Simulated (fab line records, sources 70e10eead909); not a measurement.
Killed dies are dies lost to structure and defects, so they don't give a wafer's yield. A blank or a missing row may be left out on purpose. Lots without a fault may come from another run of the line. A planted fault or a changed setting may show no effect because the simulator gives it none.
A struck lot beside a sound one | flow nand_harc | 15 steps out of a route of 1302
Sound: wafers L428.1, L428.3, L428.6. Struck: wafer L441.3. (L441.5, L441.6 of the same lot were not struck and are left out.) The cause comes at the end.
At each step with rows: each side's tool, then ch and its chambers, then its first start. Under that, the readings that differ: sound wafers | struck wafers | difference of the means | sigmas: that difference in standard deviations of wafers without a fault.
alike: readings whose means differ by less than 2 such deviations, and words and numbers that are the same on both sides. not compared: withheld readings, readings that some wafer has no value for, bounds like >300 that may hide the same value, and numbers for which the record gives no deviation and whose values overlap.
The two part at a step that has a row with sigmas, a row that says differs or no value, or rows on one side only. Numbers that don't overlap but have no deviation are shown without sigmas and don't part them. A reading that every wafer of one side lacks parts them only if that side has two wafers or more.

NHARC_A_CONTACT_ETCH_138: etches the open film in C4F8/O2/Ar, time 311 s, target depth 1914 nm.
  sound on har_cap_etch-03 ch 0,1, day 22 10:52; struck on har_cap_etch-01 ch 1, day 29 07:28
  not compared: rf_hours_counter_h
NHARC_A_CONTACT_ETCH_139: etches the open film in C4F8/O2/Ar, time 195 s, target depth 840 nm.
  sound on har_cap_etch-03 ch 0,1, day 22 11:08; struck on har_cap_etch-01 ch 1, day 29 07:44
  not compared: rf_hours_counter_h
then, 1 step without rows for these wafers: NHARC_A_CONTACT_ETCH_92 (etches the open film in CH3F/O2, target depth 40 nm, time 85.7 s).
NHARC_A_CONTACT_ETCH_98: etches the open film in C4F6/O2, target depth 20 nm, time 10 s.
  sound on rie_diel-07 ch 0,3; struck on rie_diel-11 ch 3
  alike: drypump_motor_current_A, o2_flow_sccm, oes_product_au, rf_vpp_V, showerhead_plenum_p_Torr, throttle_valve_pct
  not compared: rf_hours_counter_h
NHARC_A_CONTACT_CD_MEAS_15:
  sound on cd_sem-02, day 22 11:52; struck on cd_sem-02, day 29 08:23
  alike: cd_nm
then, 3 steps without rows for these wafers: NHARC_A_CONTACT_STRIP_107 (strips in N2/H2); NHARC_A_CONTACT_STRIP_108 (strips in CF4/CHF3); NHARC_A_CONTACT_STRIP_109 (strips in O2/COS).
NHARC_A_CONTACT_ETCH_110: etches the open film in CF4/O2, target depth 60 nm, overetch 6 nm, time 33 s.
  sound on rie_diel-07 ch 0,1, day 22 12:10; struck on rie_diel-11 ch 2, day 29 08:40
  reading               | sound             | struck | difference | sigmas
  oes_product_au (a.u.) | 1.005 1.024 1.001 | 0.983  | -0.027     | -2
  alike: drypump_motor_current_A, o2_flow_sccm, rf_vpp_V, showerhead_plenum_p_Torr, throttle_valve_pct
  not compared: rf_hours_counter_h
NHARC_A_CONTACT_STRIP_26: strips in O2.
  sound on rie_diel-07 ch 0,2,3; struck on rie_diel-11 ch 2
  reading               | sound             | struck | difference | sigmas
  oes_product_au (a.u.) | 0.995 1.031 1.014 | 0.988  | -0.025     | -2
  alike: drypump_motor_current_A, o2_flow_sccm, rf_vpp_V, showerhead_plenum_p_Torr, throttle_valve_pct
  not compared: rf_hours_counter_h
then, 2 steps without rows for these wafers: NHARC_A_CONTACT_STRIP_27 (strips in post etch residue remover, time 600 s); NHARC_A_CONTACT_ALD_18 (deposits TiN, target thk 3 nm, pulse time 1 s, ald cycles 150).
NHARC_A_CONTACT_CVD_19: deposits W, target thk 300 nm, time 802 s.
  sound on cvd_w-02 ch 0,1, day 22 13:01; struck on cvd_w-02 ch 1, day 29 09:46
  alike: heater_power_outer_w, heater_power_w, throttle_valve_pct
NHARC_A_CONTACT_CMP_20: polishes, t overpolish 30 s, target thk 300 nm.
  sound on cmp-03 ch 0,1,3, day 22 13:57; struck on cmp-03 ch 3, day 29 10:25
  reading                | sound          | struck | difference | sigmas
  time_to_endpoint_s (s) | 58.8 59.7 62.4 | 34.8   | -25.5      | -9
  alike: motor_current_A, overpolish_run_s
-- the record jumps here: 2 days lie between the struck wafers' starts before and after (it left off in module A_CONTACT and takes up again in module END, whose first step shown is number 1302 of the route) --
NHARC_END_SORT_01:
  sound on prober-01 ch 0, day 24 09:21; struck on prober-02 ch 0, day 31 10:50
  alike: killed_at_array, killed_at_other, killed_at_periphery, killed_dies, killed_open, killed_short

WHERE THEY PART
First at NHARC_A_CONTACT_ETCH_110; last, within this record, at NHARC_A_CONTACT_CMP_20. Later steps at which nothing parts them and some readings are alike: NHARC_END_SORT_01.

WHY: what the simulator had put in
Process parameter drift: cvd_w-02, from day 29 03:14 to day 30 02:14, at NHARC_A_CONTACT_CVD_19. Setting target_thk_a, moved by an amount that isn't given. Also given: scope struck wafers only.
